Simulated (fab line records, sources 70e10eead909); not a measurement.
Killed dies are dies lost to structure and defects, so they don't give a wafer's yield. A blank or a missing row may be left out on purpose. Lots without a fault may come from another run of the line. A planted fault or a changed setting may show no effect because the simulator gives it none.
Problem report in the 8D (eight disciplines) form, filled by code | flow nand_harc | the parts of the form that need people (team, actions taken, sign-off) are left out

1. THE PROBLEM
killed_dies at NHARC_END_SORT_01 reads a mean of 647 on 6 wafers of 2 lots; wafers without a fault read 31 with a standard deviation of 9.7. That is +64 standard deviations from the usual mean.
First seen on wafer L475.1, day 21 22:49, on prober-02. The record holds 18 wafers of 6 lots with a number at this step. Rule for "out", or "out of limits": more than 4 standard deviations from the usual mean. The other wafers with a number count as sound.

2. WHAT IT IS AND WHAT IT IS NOT
question                    | is                           | is not
which readings at this step | killed_dies, killed_at_array | killed_at_periphery, killed_short
which lots                  | L472, L475                   | L463, L465, L468, L478
which wafers of those lots  | all that have a number       | -
read on which gauges        | prober-01, prober-02         | -
when                        | from day 21 22:49            | up to then (9 sound wafers); but 3 sound wafers of L478 came after

3. SUSPECTS, AND WHAT RULES EACH OUT
Counting: a tool at a process step up to the reading stays a suspect if it ran every lot that is out and no sound lot after the first of them.
- the gauge at NHARC_END_SORT_01: ruled out. The wafers that are out were read on 2 gauges (prober-01, prober-02).
- rie_diel-09 at NHARC_A_STAIRCASE_DESCUM_186 (chemistry O2, time 3 s): kept. It ran every lot that is out, first L472 (day 13 12:44), and no sound lot after that; its last sound lot up to then is L468 (day 12 14:43).
- rie_diel-09 at NHARC_A_STAIRCASE_ETCH_190 (etches the open film in C4F8/O2, target depth 100 nm, time 40.5 s): kept. It ran every lot that is out, first L472 (day 13 13:40), and no sound lot after that; its last sound lot up to then is L468 (day 12 15:47). NHARC_A_STAIRCASE_ETCH_190 gives no start for some lots, so the hours and the order of its lots are those of NHARC_A_STAIRCASE_ETCH_194.
- rie_diel-09 at NHARC_A_STAIRCASE_ETCH_194 (etches the open film in C4F8/O2, target depth 100 nm, time 40.5 s): kept. It ran every lot that is out, first L472 (day 13 13:40), and no sound lot after that; its last sound lot up to then is L468 (day 12 15:47). Its own readings are out on those wafers: run_length_s.
- rie_diel-09 at NHARC_A_STAIRCASE_TRIM_196 (chemistry O2, time 211.2 s): kept. It ran every lot that is out, first L472 (day 13 13:53), and no sound lot after that; its last sound lot up to then is L468 (day 12 15:58).
Left after counting: rie_diel-09 at NHARC_A_STAIRCASE_DESCUM_186, rie_diel-09 at NHARC_A_STAIRCASE_ETCH_190, rie_diel-09 at NHARC_A_STAIRCASE_ETCH_194, rie_diel-09 at NHARC_A_STAIRCASE_TRIM_196.

4. THE CAUSE (what the simulator had put in)
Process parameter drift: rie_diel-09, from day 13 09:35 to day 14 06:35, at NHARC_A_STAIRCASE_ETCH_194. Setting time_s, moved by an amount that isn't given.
Counting left 4 suspects, and this tool is among them.

5. THE CHAIN OF EFFECTS, in route order
Each row: a reading whose mean over the struck wafers that have a number lies more than 3 standard deviations from the usual. Only readings for which the record gives a usual standard deviation are gone through. hours: the time from each lot's start at the first step in this table that gives one to its start at this step, as a median over the lots. sigmas: the change in usual standard deviations.
hours | step                       | reading         | usual  | on struck wafers | change | sigmas
0     | NHARC_A_STAIRCASE_ETCH_194 | run_length_s    | 61.8 s | 73.2             | +11.4  | +27
197   | NHARC_END_SORT_01          | killed_at_array | 27     | 643              | +616   | +62
197   | NHARC_END_SORT_01          | killed_dies     | 31     | 647              | +616   | +64
The process steps in it:
- NHARC_A_STAIRCASE_ETCH_194: etches the open film in C4F8/O2, target depth 100 nm, time 40.5 s.

6. WHAT WOULD HAVE CAUGHT IT SOONER
In this record the first reading out of limits at a measuring or inspecting step was taken at day 21 22:49, 205 hours after the fault began at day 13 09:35.
The tool's own readings at NHARC_A_STAIRCASE_ETCH_194 were out on every struck wafer that the step has a row for (run_length_s): an alarm limit on them would have fired on the first of those.
All the lots that are out (2) had begun NHARC_A_STAIRCASE_ETCH_194 on rie_diel-09 by day 21 22:49. A hold on the tool at that time would have spared none of them.
